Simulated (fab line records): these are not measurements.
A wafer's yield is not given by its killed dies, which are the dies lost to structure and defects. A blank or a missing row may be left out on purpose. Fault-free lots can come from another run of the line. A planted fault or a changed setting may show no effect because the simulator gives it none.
fab line records | flow n5Finfet
record: lots: 24 wafers: 72 lastDay: 18
route steps=1938 shown ILD0@345 SDB@347 HKMG_FIN@398
lots untouched by any fault: they come from a run of this same line in which no faults occurred
startH: the number of hours between the record's first day and the start of the first shown wafer of the lot | waitH: hours elapsed since this lot's preceding step | " identical to the entry in the row above | L1.1+2: one row covering several wafers at once | - no value, or no start given | * or withheld: withheld | < > ~ a bound
route shown NAME@n: a module of which the file shows steps, and the number in the route of the first | usual: mean and standard deviation over wafers with no fault | same: alike in all rows | chamber/n: place in a boat | sites: each site's reading | _std_site: the standard deviation of these | _edge_site: mean of outer sites minus mean of inner sites | radiusMm: how far each site lies from the wafer's centre | mask NAME#n: copy n | behind: the last tool/chamber to shape the wafer | hold: why the lot was held/for how many hours/how that ended | device: names the non-switching transistor (n, p or np) | end of line: tests run on the same wafers once the route is complete | where a step has no rows: the recipe by itself | killed: dies lost to structure and defects at the first sort, not the wafer's yield | map: a wafer's dies, x killed, . not, _ none there
set.NAME: setting as actually run; set.NAME@STEP: the setting as run at that earlier step | model.NAME: the simulator's own value behind a step, which no gauge read
steps of the route over a sample of lots; a table a step, a row a wafer
services: from which hour (startH, from the record's first day; less than 0 if before it) a tool's chamber was out of use, for how many hours, and why
== steps ==
step: N5_ILD0_THK_MEAS_13
usual: thkNm: 18.3/1.2
columns lot.wafer tool chamber startH waitH thkNm
L074.2 filmMetro-02 - 65.54 - 18.1
L074.3 " - " " 16.5
L074.5 " - " " 18.4
L075.1 filmMetro-01 - 71.43 - 18.5
L075.5 " - " " 19.8
L075.6 " - " " 19.7
L076.1 filmMetro-01 - 78.20 - 19.6
L076.3 " - " " 18.9
L076.5 " - " " 18.3
L077.2 filmMetro-02 - 82.69 - 17.6
L077.5 " - " " 18.7
L077.6 " - " " 18.5
L078.3 filmMetro-01 - 88.00 - 16.6
L078.5 " - " " 17.7
L078.6 " - " " 15.8
L079.2 filmMetro-02 - 94.23 - 19.3
L079.5 " - " " 19.1
L079.6 " - " " 19.2
L080.2 filmMetro-01 - 104.93 - 17.5
L080.3 " - " " 16.7
L080.6 " - " " 19.3
L081.1 filmMetro-01 - 106.98 - 19.2
L081.4 " - " " 19.7
L081.6 " - " " 18.8
L082.1 filmMetro-02 - 112.94 - 17.7
L082.2 " - " " 18.3
L082.5 " - " " 17.4
L083.2 filmMetro-01 - 120.97 - 15.6
L083.5 " - " " 17.2
L083.6 " - " " 18.6
L084.1 filmMetro-02 - 130.14 - 20.2
L084.5 " - " " 18.8
L084.6 " - " " 19.5
L085.2 filmMetro-01 - 133.53 - 19.0
L085.3 " - " " 18.4
L085.5 " - " " 18.9
L086.1 filmMetro-01 - 140.89 - 17.3
L086.5 " - " " 17.7
L086.6 " - " " 17.7
L087.2 filmMetro-02 - 150.76 - 18.4
L087.3 " - " " 18.5
L087.5 " - " " 18.4
L088.1 filmMetro-02 - 151.79 - 18.6
L088.3 " - " " 17.1
L088.5 " - " " 18.1
L089.1 filmMetro-02 - 157.97 - 18.8
L089.2 " - " " 18.2
L089.5 " - " " 18.3
L090.1 filmMetro-02 - 167.27 - 17.8
L090.3 " - " " 18.6
L090.4 " - " " 16.9
L091.1 filmMetro-02 - 170.16 - 16.5
L091.2 " - " " 20.0
L091.5 " - " " 19.3
L092.1 filmMetro-01 - 179.93 - 19.6
L092.2 " - " " 16.7
L092.3 " - " " 16.3
L093.1 filmMetro-01 - 183.21 - 16.1
L093.4 " - " " 16.3
L093.5 " - " " 15.8
L094.2 filmMetro-01 - 187.33 - 18.3
L094.4 " - " " 18.2
L094.5 " - " " 18.1
L095.2 filmMetro-01 - 194.55 - 17.6
L095.3 " - " " 18.2
L095.4 " - " " 18.1
L096.2 filmMetro-01 - 198.55 - 17.6
L096.3 " - " " 17.2
L096.6 " - " " 19.2
L097.1 filmMetro-02 - 205.99 - 18.9
L097.5 " - " " 18.8
L097.6 " - " " 18.9
step: N5_ILD0_INSPECT_06
recipe: inspectInstrument: darkfield mode: postCmp
usual: rawDefectCount: 36/16
columns lot.wafer tool chamber startH waitH rawDefectCount
L074.2 defectInspect-02 - 65.57 0.0 68
L074.3 " - " " 72
L074.5 " - " " 49
L075.1 defectInspect-01 - 71.45 0.0 26
L075.5 " - " " 24
L075.6 " - " " 43
L076.1 defectInspect-01 - 78.23 0.0 30
L076.3 " - " " 10
L076.5 " - " " 25
L077.2 defectInspect-02 - 82.72 0.0 21
L077.5 " - " " 49
L077.6 " - " " 30
L078.3 defectInspect-01 - 88.03 0.0 23
L078.5 " - " " 10
L078.6 " - " " 21
L079.2 defectInspect-02 - 94.25 0.0 36
L079.5 " - " " 38
L079.6 " - " " 33
L080.2 defectInspect-01 - 104.96 0.0 74
L080.3 " - " " 50
L080.6 " - " " 58
L081.1 defectInspect-01 - 107.01 0.0 18
L081.4 " - " " 43
L081.6 " - " " 45
L082.1 defectInspect-01 - 112.97 0.0 52
L082.2 " - " " 40
L082.5 " - " " 47
L083.2 defectInspect-02 - 120.99 0.0 32
L083.5 " - " " 73
L083.6 " - " " 20
L084.1 defectInspect-01 - 130.17 0.0 42
L084.5 " - " " 40
L084.6 " - " " 38
L085.2 defectInspect-01 - 133.55 0.0 15
L085.3 " - " " 29
L085.5 " - " " 26
L086.1 defectInspect-01 - 140.92 0.0 34
L086.5 " - " " 35
L086.6 " - " " 44
L087.2 defectInspect-02 - 150.78 0.0 47
L087.3 " - " " 49
L087.5 " - " " 51
L088.1 defectInspect-02 - 151.81 0.0 36
L088.3 " - " " 41
L088.5 " - " " 71
L089.1 defectInspect-02 - 157.99 0.0 128
L089.2 " - " " 56
L089.5 " - " " 52
L090.1 defectInspect-02 - 167.29 0.0 29
L090.3 " - " " 49
L090.4 " - " " 27
L091.1 defectInspect-02 - 170.19 0.0 37
L091.2 " - " " 19
L091.5 " - " " 54
L092.1 defectInspect-02 - 179.96 0.0 49
L092.2 " - " " 32
L092.3 " - " " 25
L093.1 defectInspect-01 - 183.23 0.0 11
L093.4 " - " " 29
L093.5 " - " " 22
L094.2 defectInspect-02 - 187.36 0.0 15
L094.4 " - " " 41
L094.5 " - " " 28
L095.2 defectInspect-01 - 194.57 0.0 22
L095.3 " - " " 20
L095.4 " - " " 10
L096.2 defectInspect-02 - 198.58 0.0 47
L096.3 " - " " 34
L096.6 " - " " 26
L097.1 defectInspect-01 - 206.01 0.0 25
L097.5 " - " " 36
L097.6 " - " " 47
step: N5_SDB_HM_DEP_00
recipe: material: SiNx targetThkA: 400 tempC: 400 precursor: SiH4/NH3/N2 pressureTorr: 1.5 rfW: 300 timeS: 35.3
usual: heaterPowerW: 785/65 showerheadPlenumPTorr: 5.16/0.068 throttleValvePct: 40/3.4
columns lot.wafer tool chamber startH waitH heaterPowerW showerheadPlenumPTorr throttleValvePct
L074.2 pecvd-01 0 65.61 0.0 789 5.25 41
L074.3 " 2 " " 666 5.20 39
L074.5 " 1 " " 829 5.10 37
L075.1 pecvd-04 0 71.49 0.0 779 5.12 48
L075.5 " 0 " " 788 5.12 48
L075.6 " 1 " " 731 5.16 40
L076.1 pecvd-01 0 78.26 0.0 895 5.24 41
L076.3 " 1 " " 841 5.10 38
L076.5 " 1 " " 853 5.09 38
L077.2 pecvd-01 2 82.75 0.0 731 5.21 39
L077.5 " 2 " " 725 5.19 39
L077.6 " 0 " " 862 5.25 41
L078.3 pecvd-01 2 88.06 0.0 737 5.18 40
L078.5 " 0 " " 878 5.25 41
L078.6 " 1 " " 855 5.10 38
L079.2 pecvd-04 0 94.29 0.0 796 5.14 48
L079.5 " 1 " " 758 5.13 40
L079.6 " 2 " " 799 5.04 37
L080.2 pecvd-04 1 104.99 0.0 718 5.14 41
L080.3 " 2 " " 820 5.03 36
L080.6 " 1 " " 721 5.14 40
L081.1 pecvd-04 1 107.05 0.0 756 5.14 40
L081.4 " 1 " " 772 5.13 40
L081.6 " 0 " " 790 5.13 48
L082.1 pecvd-04 2 113.00 0.0 808 5.04 37
L082.2 " 0 " " 791 5.12 48
L082.5 " 0 " " 800 5.14 48
L083.2 pecvd-04 1 121.03 0.0 808 5.13 40
L083.5 " 2 " " 830 5.03 37
L083.6 " 0 " " 827 5.13 48
L084.1 pecvd-01 2 130.21 0.0 758 5.19 39
L084.5 " 2 " " 759 5.18 39
L084.6 " 0 " " 857 5.25 41
L085.2 pecvd-03 1 133.59 0.0 728 5.28 43
L085.3 " 0 " " 804 5.20 39
L085.5 " 1 " " 720 5.26 43
L086.1 pecvd-03 2 140.95 0.0 870 5.12 38
L086.5 " 1 " " 628 5.27 43
L086.6 " 2 " " 864 5.13 38
L087.2 pecvd-04 2 150.82 0.0 868 5.04 37
L087.3 " 1 " " 745 5.14 41
L087.5 " 0 " " 834 5.14 49
L088.1 pecvd-03 0 151.85 0.0 810 5.19 39
L088.3 " 1 " " 627 5.27 43
L088.5 " 1 " " 628 5.27 43
L089.1 pecvd-01 1 158.03 0.0 800 5.10 38
L089.2 " 2 " " 762 5.19 39
L089.5 " 1 " " 827 5.09 38
L090.1 pecvd-01 1 167.33 0.0 879 5.09 38
L090.3 " 2 " " 748 5.17 39
L090.4 " 1 " " 870 5.10 38
L091.1 pecvd-03 1 170.22 0.0 617 5.26 43
L091.2 " 0 " " 814 5.19 39
L091.5 " 0 " " 803 5.20 39
L092.1 pecvd-04 2 179.99 0.0 728 5.02 37
L092.2 " 0 " " 832 5.13 49
L092.3 " 1 " " 748 5.14 41
L093.1 pecvd-03 0 183.27 0.0 694 5.19 39
L093.4 " 0 " " 699 5.18 39
L093.5 " 2 " " 745 5.13 38
L094.2 pecvd-03 0 187.39 0.0 787 5.18 39
L094.4 " 2 " " 873 5.13 38
L094.5 " 1 " " 728 5.25 43
L095.2 pecvd-03 2 194.61 0.0 804 5.12 38
L095.3 " 1 " " 693 5.26 43
L095.4 " 1 " " 717 5.26 43
L096.2 pecvd-03 1 198.62 0.0 743 5.27 43
L096.3 " 2 " " 857 5.12 38
L096.6 " 1 " " 731 5.26 43
L097.1 pecvd-01 1 206.05 0.0 836 5.11 38
L097.5 " 0 " " 889 5.26 42
L097.6 " 1 " " 809 5.10 38
step: N5_HKMG_FIN_CD_MEAS_49
recipe: targetCdNm: 202 landingEnergyEv: 500 detector: seInlens polarity: opening
usual: cdNm: 202.0/0.64
columns lot.wafer tool chamber startH waitH cdNm
L074.2 cdSem-02 0 72.08 - 200.8
L074.3 " 0 " " 201.3
L074.5 " 0 " " 201.1
L075.1 cdSem-01 0 78.60 - 202.2
L075.5 " 0 " " 202.1
L075.6 " 0 " " 202.4
L076.1 cdSem-01 0 84.63 - 202.8
L076.3 " 0 " " 201.8
L076.5 " 0 " " 202.2
L077.2 cdSem-03 0 88.85 - 203.5
L077.5 " 0 " " 202.4
L077.6 " 0 " " 202.5
L078.3 cdSem-01 0 95.25 - 203.1
L078.5 " 0 " " 201.6
L078.6 " 0 " " 201.3
L079.2 cdSem-03 0 100.41 - 202.2
L079.5 " 0 " " 202.0
L079.6 " 0 " " 201.7
L080.2 cdSem-01 0 112.80 - 202.5
L080.3 " 0 " " 202.5
L080.6 " 0 " " 202.8
L081.1 cdSem-01 0 115.05 - 202.5
L081.4 " 0 " " 202.2
L081.6 " 0 " " 201.8
L082.1 cdSem-03 0 120.70 - 202.4
L082.2 " 0 " " 201.7
L082.5 " 0 " " 202.7
L083.2 cdSem-01 0 129.63 - 203.1
L083.5 " 0 " " 203.0
L083.6 " 0 " " 202.6
L084.1 cdSem-01 0 136.38 - 201.4
L084.5 " 0 " " 201.7
L084.6 " 0 " " 202.2
L085.2 cdSem-01 0 139.65 - 202.1
L085.3 " 0 " " 202.3
L085.5 " 0 " " 202.0
L086.1 cdSem-02 0 146.88 - 203.3
L086.5 " 0 " " 203.1
L086.6 " 0 " " 202.7
L087.2 cdSem-02 0 157.04 - 202.8
L087.3 " 0 " " 202.8
L087.5 " 0 " " 202.2
L088.1 cdSem-01 0 159.01 - 201.5
L088.3 " 0 " " 201.5
L088.5 " 0 " " 201.4
L089.1 cdSem-01 0 163.99 - 201.8
L089.2 " 0 " " 201.9
L089.5 " 0 " " 201.2
L090.1 cdSem-02 0 174.91 - 202.0
L090.3 " 0 " " 201.2
L090.4 " 0 " " 201.5
L091.1 cdSem-02 0 176.15 - 201.6
L091.2 " 0 " " 200.9
L091.5 " 0 " " 200.7
L092.1 cdSem-01 0 186.59 - 201.3
L092.2 " 0 " " 201.3
L092.3 " 0 " " 201.1
L093.1 cdSem-02 0 190.56 - 201.8
L093.4 " 0 " " 201.5
L093.5 " 0 " " 202.2
L094.2 cdSem-03 0 194.65 - 201.4
L094.4 " 0 " " 202.4
L094.5 " 0 " " 201.4
L095.2 cdSem-03 0 200.50 - 201.4
L095.3 " 0 " " 201.6
L095.4 " 0 " " 202.4
L096.2 cdSem-03 0 205.00 - 201.9
L096.3 " 0 " " 201.6
L096.6 " 0 " " 202.5
L097.1 cdSem-02 0 212.62 - 200.9
L097.5 " 0 " " 200.9
L097.6 " 0 " " 201.1
step: N5_HKMG_FIN_ETCH_55
recipe: chemistry: N2/H2 target: SOC targetDepthA: 2400 tempC: 40 timeS: 300 ionEnergyEv: 200 maskMaterial: SiARC pressureMtorr: 30 sourceW: 840 biasW: 150 n2FlowSccm: 200 h2FlowSccm: 200
usual: drypumpMotorCurrentA: 5.7/0.54 oesProductAu: 0.79/0.1 rfVppV: 523.2/2.4 showerheadPlenumPTorr: 2.52/0.086 tempC: 40.00/0.11 throttleValvePct: 17.83/0.22
columns lot.wafer tool chamber startH waitH drypumpMotorCurrentA oesProductAu rfHoursCounterH rfVppV showerheadPlenumPTorr tempC throttleValvePct
L074.2 rieDiel-01 2 72.26 0.0 5.2 0.71 210 522.7 2.51 39.66 17.82
L074.3 " 0 " " 6.0 0.81 76 525.2 2.56 40.00 17.69
L074.5 " 3 " " 6.1 0.70 - 522.8 2.51 40.04 18.12
L075.1 rieDiel-02 2 78.78 0.0 5.4 0.68 238 520.4 2.41 39.94 18.12
L075.5 " 0 " " 5.6 0.75 - 520.8 2.43 40.14 17.96
L075.6 " 1 " " 5.4 0.68 - 520.7 2.40 40.01 17.79
L076.1 rieDiel-06 0 84.81 0.0 5.5 0.70 227 520.3 2.41 39.92 18.17
L076.3 " 2 " " 5.5 0.91 23 524.9 2.60 39.86 17.97
L076.5 " 1 " " 4.9 0.84 - 523.4 2.57 39.92 17.52
L077.2 rieDiel-01 1 90.03 0.0 6.7 0.71 225 522.6 2.51 39.95 18.22
L077.5 " 1 " " 6.7 0.71 - 522.9 2.51 40.12 18.23
L077.6 " 2 " " 5.2 0.71 - 523.3 2.51 39.94 17.81
L078.3 rieDiel-02 2 95.46 0.0 5.4 0.68 244 519.1 2.41 40.01 18.12
L078.5 " 3 " " 6.6 0.70 - 519.8 2.44 40.10 17.84
L078.6 " 2 " " 5.4 0.68 - 517.6 2.41 39.97 18.14
L079.2 rieDiel-01 2 101.20 0.0 5.2 0.71 221 524.3 2.51 40.03 17.84
L079.5 " 1 " " 6.7 0.71 - 523.8 2.51 39.83 18.25
L079.6 " 0 " " 6.0 0.81 - 524.4 2.56 39.93 17.69
L080.2 rieDiel-06 0 113.73 0.0 5.6 0.70 240 521.1 2.41 40.00 18.21
L080.3 " 2 " " 5.5 0.88 35 525.2 2.59 39.78 17.98
L080.6 " 3 " " 5.3 0.69 - 522.7 2.50 39.95 17.78
L081.1 rieDiel-06 2 116.18 0.0 5.5 0.88 36 523.8 2.59 39.84 17.97
L081.4 " 0 " " 5.5 0.70 - 519.1 2.41 39.96 18.22
L081.6 " 2 " " 5.5 0.88 - 525.9 2.59 40.03 17.97
L082.1 rieDiel-01 2 121.81 0.0 5.2 0.70 231 523.9 2.50 40.03 17.85
L082.2 " 0 " " 6.0 0.78 97 523.1 2.56 39.79 17.72
L082.5 " 0 " " 6.0 0.79 - 524.8 2.56 39.89 17.70
L083.2 rieDiel-01 2 129.80 0.0 5.2 0.70 235 522.6 2.50 40.16 17.85
L083.5 " 1 " " 6.7 0.69 - 521.9 2.50 39.93 18.29
L083.6 " 2 " " 5.1 0.70 - 523.3 2.50 40.25 17.87
L084.1 rieDiel-01 0 136.56 0.0 6.0 0.78 105 523.4 2.55 40.02 17.74
L084.5 " 2 " " 5.1 0.69 - 522.7 2.50 40.01 17.86
L084.6 " 1 " " 6.7 0.69 - 522.2 2.50 39.88 18.28
L085.2 rieDiel-02 1 139.83 0.0 5.4 0.67 219 519.1 2.39 39.83 17.81
L085.3 " 0 " " 5.6 0.74 170 518.8 2.43 39.91 17.98
L085.5 " 1 " " 5.4 0.67 - 520.1 2.39 39.74 17.80
L086.1 rieDiel-06 1 147.06 0.0 4.9 0.82 112 524.3 2.55 40.04 17.57
L086.5 " 3 " " 5.3 0.97 - 523.2 2.50 39.91 17.42
L086.6 " 2 " " 5.5 0.85 - 525.7 2.59 39.89 18.00
L087.2 rieDiel-01 3 157.22 0.0 6.1 0.95 8 521.2 2.50 40.16 17.72
L087.3 " 0 " " 6.0 0.77 115 525.2 2.55 39.96 17.74
L087.5 " 3 " " 6.1 0.95 - 524.2 2.50 40.05 17.71
L088.1 rieDiel-02 0 159.24 0.0 5.6 0.73 180 519.9 2.43 40.14 18.00
L088.3 " 2 " " 5.4 1.01 0 526.7 2.72 39.93 17.69
L088.5 " 2 " " 5.4 1.00 - 528.6 2.72 39.98 17.68
L089.1 rieDiel-01 1 164.17 0.0 6.7 0.99 1 522.3 2.50 39.93 17.82
L089.2 " 3 " " 6.1 0.94 11 522.9 2.50 40.09 17.72
L089.5 " 0 " " 6.0 0.77 - 524.2 2.55 39.93 17.76
L090.1 rieDiel-01 1 175.09 0.0 6.7 0.96 5 522.8 2.49 39.91 17.83
L090.3 " 3 " " 6.1 0.92 16 522.3 2.50 39.94 17.73
L090.4 " 0 " " 6.0 0.76 - 524.0 2.54 39.89 17.77
L091.1 rieDiel-06 3 176.33 0.0 5.3 0.95 15 523.1 2.50 39.98 17.43
L091.2 " 2 " " 5.5 0.85 58 525.6 2.58 40.13 18.02
L091.5 " 1 " " 4.9 0.80 - 523.6 2.55 39.84 17.58
L092.1 rieDiel-06 3 186.91 0.0 5.3 0.93 19 523.5 2.49 39.85 17.44
L092.2 " 1 " " 5.0 0.79 125 523.8 2.55 40.03 17.60
L092.3 " 0 " " 5.6 0.96 7 528.2 2.72 40.01 17.75
L093.1 rieDiel-06 1 190.76 0.0 4.9 0.79 126 524.4 2.55 40.07 17.59
L093.4 " 3 " " 5.3 0.93 20 522.0 2.49 40.08 17.45
L093.5 " 3 " " 5.3 0.92 - 521.5 2.49 40.11 17.45
L094.2 rieDiel-06 2 194.85 0.0 5.5 0.84 65 525.8 2.58 39.88 18.03
L094.4 " 1 " " 4.9 0.80 128 524.2 2.55 40.10 17.59
L094.5 " 0 " " 5.5 0.97 - 527.3 2.72 40.11 17.74
L095.2 rieDiel-02 1 200.68 0.0 5.4 0.65 244 518.6 2.38 40.04 17.85
L095.3 " 0 " " 5.6 0.72 193 520.0 2.42 40.07 18.03
L095.4 " 2 " " 5.4 0.94 14 528.8 2.72 40.22 17.72
L096.2 rieDiel-02 0 205.18 0.0 5.6 0.72 194 520.6 2.42 39.96 18.03
L096.3 " 2 " " 5.4 0.94 16 527.0 2.72 39.80 17.72
L096.6 " 2 " " 5.4 0.94 - 527.3 2.72 39.93 17.72
L097.1 rieDiel-06 1 212.80 0.0 4.9 0.79 133 523.7 2.55 40.03 17.60
L097.5 " 0 " " 5.6 0.94 - 528.3 2.72 40.17 17.77
L097.6 " 3 " " 5.3 0.91 - 522.8 2.49 40.12 17.46
step: N5_HKMG_FIN_THK_MEAS_70
recipe: thkMeasGauge: xrf reads: HfO2_of_HKMG_FIN_HK_ALD_01
usual: HK_THK: 1.606/0.02
columns lot.wafer tool chamber startH waitH HK_THK[nm]
L074.2 filmMetro-01 - 74.93 0.2 1.613
L074.3 " - " " 1.596
L074.5 " - " " 1.616
L075.1 filmMetro-01 - 81.14 0.2 1.612
L075.5 " - " " 1.617
L075.6 " - " " 1.595
L076.1 filmMetro-02 - 87.14 0.2 1.673
L076.3 " - " " 1.624
L076.5 " - " " 1.585
L077.2 filmMetro-02 - 92.50 0.2 1.604
L077.5 " - " " 1.624
L077.6 " - " " 1.626
L078.3 filmMetro-02 - 98.07 0.2 1.647
L078.5 " - " " 1.615
L078.6 " - " " 1.577
L079.2 filmMetro-02 - 103.64 0.2 1.599
L079.5 " - " " 1.618
L079.6 " - " " 1.569
L080.2 filmMetro-02 - 116.04 0.2 1.575
L080.3 " - " " 1.602
L080.6 " - " " 1.602
L081.1 filmMetro-02 - 118.50 0.2 1.629
L081.4 " - " " 1.604
L081.6 " - " " 1.579
L082.1 filmMetro-01 - 124.13 0.2 1.612
L082.2 " - " " 1.608
L082.5 " - " " 1.606
L083.2 filmMetro-02 - 132.33 0.2 1.589
L083.5 " - " " 1.624
L083.6 " - " " 1.606
L084.1 filmMetro-01 - 139.01 0.2 1.626
L084.5 " - " " 1.595
L084.6 " - " " 1.609
L085.2 filmMetro-02 - 142.18 0.2 1.580
L085.3 " - " " 1.605
L085.5 " - " " 1.618
L086.1 filmMetro-01 - 149.39 0.2 1.606
L086.5 " - " " 1.610
L086.6 " - " " 1.606
L087.2 filmMetro-02 - 159.57 0.2 1.643
L087.3 " - " " 1.577
L087.5 " - " " 1.619
L088.1 filmMetro-01 - 161.70 0.2 1.596
L088.3 " - " " 1.608
L088.5 " - " " 1.615
L089.1 filmMetro-01 - 166.48 0.2 1.601
L089.2 " - " " 1.617
L089.5 " - " " 1.606
L090.1 filmMetro-02 - 177.85 0.2 1.616
L090.3 " - " " 1.651
L090.4 " - " " 1.630
L091.1 filmMetro-02 - 178.76 0.2 1.617
L091.2 " - " " 1.646
L091.5 " - " " 1.626
L092.1 filmMetro-01 - 189.27 0.2 1.629
L092.2 " - " " 1.597
L092.3 " - " " 1.615
L093.1 filmMetro-01 - 193.08 0.2 1.574
L093.4 " - " " 1.574
L093.5 " - " " 1.575
L094.2 filmMetro-02 - 197.25 0.2 1.634
L094.4 " - " " 1.617
L094.5 " - " " 1.581
L095.2 filmMetro-01 - 203.12 0.2 1.591
L095.3 " - " " 1.582
L095.4 " - " " 1.616
L096.2 filmMetro-01 - 207.50 0.2 1.583
L096.3 " - " " 1.590
L096.6 " - " " 1.590
L097.1 filmMetro-02 - 215.40 0.2 1.601
L097.5 " - " " 1.640
L097.6 " - " " 1.596
== services ==
columns tool chamber startH hours kind
rieDiel-02 - 96.68 28.1 pm
pecvd-03 - 99.55 2.8 pm
rieDiel-01 - 105.62 2.8 pm
rieDiel-06 3 116.09 - clean
rieDiel-06 3 116.09 - consumableReplace:focusRing
rieDiel-06 3 116.09 18.1 scheduledDown
rieDiel-06 3 116.09 18.1 ventCycle
pecvd-04 - 116.67 4.2 repair
rieDiel-01 3 118.77 - clean
rieDiel-01 3 118.77 - consumableReplace:focusRing
rieDiel-01 3 118.77 22.9 scheduledDown
rieDiel-01 3 118.77 22.9 ventCycle
rieDiel-02 3 126.12 3.5 repair
rieDiel-01 1 141.67 - clean
rieDiel-01 1 141.67 - consumableReplace:focusRing
rieDiel-01 1 141.67 20.2 scheduledDown
rieDiel-01 1 141.67 20.2 ventCycle
rieDiel-02 3 143.67 19.0 repair
pecvd-01 - 145.77 0.4 repair
pecvd-01 - 167.41 28.1 pm
pecvd-04 0 185.10 15.7 repair
pecvd-03 - 200.41 0.4 repair
rieDiel-02 1 209.60 1.2 repair
rieDiel-06 2 212.80 6.6 repair
== key ==
fault none
